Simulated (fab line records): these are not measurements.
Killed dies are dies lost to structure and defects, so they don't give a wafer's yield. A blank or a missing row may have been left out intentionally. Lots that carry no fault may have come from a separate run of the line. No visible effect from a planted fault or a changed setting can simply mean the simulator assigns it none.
Chamber matching | flow nandHarc | NHARC_A_CONTACT_ETCH_91 on rieDiel-07: 4 sister chambers
The step etches the open film in CH3F/O2, target depth 40 nm, time 85.7 s. 24 wafers are shown with their chamber, then 12 later ones without.

== WAFERS, EACH WITH ITS CHAMBER ==
wafer  | chamber | drypumpMotorCurrentA (A) | showerheadPlenumPTorr (Torr) | rfVppV (V)
L074.1 | 3       | 6.0                      | 2.47                         | 244.7
L074.3 | 2       | 5.5                      | 2.32                         | 242.1
L074.6 | 0       | 6.4                      | 2.56                         | 246.4
L075.2 | 2       | 5.5                      | 2.32                         | 243.3
L075.3 | 0       | 6.3                      | 2.56                         | 244.5
L075.5 | 2       | 5.5                      | 2.32                         | 241.1
L076.2 | 3       | 6.0                      | 2.47                         | 244.9
L076.4 | 2       | 5.5                      | 2.32                         | 242.6
L076.6 | 0       | 6.3                      | 2.56                         | 245.9
L078.2 | 0       | 6.3                      | 2.55                         | 244.5
L078.4 | 3       | 6.0                      | 2.47                         | 242.9
L078.5 | 0       | 6.3                      | 2.55                         | 245.7
L080.2 | 2       | 5.5                      | 2.31                         | 240.8
L080.3 | 0       | 6.3                      | 2.55                         | 244.5
L080.5 | 0       | 6.3                      | 2.55                         | 243.9
L082.1 | 1       | 6.2                      | 2.40                         | 244.1
L082.3 | 3       | 6.0                      | 2.47                         | 245.5
L082.5 | 1       | 6.2                      | 2.40                         | 244.9
L089.1 | 2       | 5.5                      | 2.31                         | 242.5
L089.3 | 3       | 6.0                      | 2.46                         | 245.4
L089.6 | 1       | 6.2                      | 2.40                         | 243.2
L088.2 | 1       | 6.2                      | 2.40                         | 243.6
L088.4 | 1       | 6.2                      | 2.40                         | 244.3
L088.5 | 2       | 5.5                      | 2.31                         | 243.0

SIGNATURES, as means of the wafers listed above
reading               | chamber 0 | chamber 1 | chamber 2 | chamber 3 | scatter within a chamber
drypumpMotorCurrentA  | 6.314     | 6.200     | 5.500     | 6.000     | 0.0207
showerheadPlenumPTorr | 2.5543    | 2.4000    | 2.3157    | 2.4680    | 0.0046
rfVppV                | 245.057   | 244.020   | 242.200   | 244.680   | 0.911
Rule: a wafer's distance from a chamber is the root of the sum, over the readings, of the square of ((its reading less the chamber's mean) divided by the reading's scatter). The wafer belongs to the nearest chamber; if the next one is less than 2 further off, it can't be placed. The scatter: the root of (the sum of the squares of (reading less its chamber's mean) over the shown wafers, divided by (wafers less chambers)).

== WAFERS WHOSE CHAMBER IS MISSING ==
wafer  | drypumpMotorCurrentA (A) | showerheadPlenumPTorr (Torr) | rfVppV (V)
L091.1 | 5.5                      | 2.31                         | 242.0
L091.3 | 6.2                      | 2.40                         | 242.7
L091.6 | 6.3                      | 2.55                         | 244.9
L094.1 | 6.0                      | 2.46                         | 245.9
L094.2 | 6.2                      | 2.40                         | 244.4
L094.4 | 5.5                      | 2.31                         | 241.7
L097.2 | 6.0                      | 2.46                         | 244.6
L097.4 | 5.5                      | 2.31                         | 243.8
L097.5 | 6.3                      | 2.55                         | 243.6
L096.2 | 6.3                      | 2.55                         | 245.2
L096.5 | 6.0                      | 2.46                         | 245.8
L096.6 | 6.3                      | 2.55                         | 245.1

== WHICH CHAMBER EACH WENT THROUGH ==
wafer  | from the rows above | in truth
L091.1 | 2                   | 2
L091.3 | 1                   | 1
L091.6 | 0                   | 0
L094.1 | 3                   | 3
L094.2 | 1                   | 1
L094.4 | 2                   | 2
L097.2 | 3                   | 3
L097.4 | 2                   | 2
L097.5 | 0                   | 0
L096.2 | 0                   | 0
L096.5 | 3                   | 3
L096.6 | 0                   | 0
Placed correctly: 12 of 12. Not placeable from these rows: 0. Placed wrongly: 0.
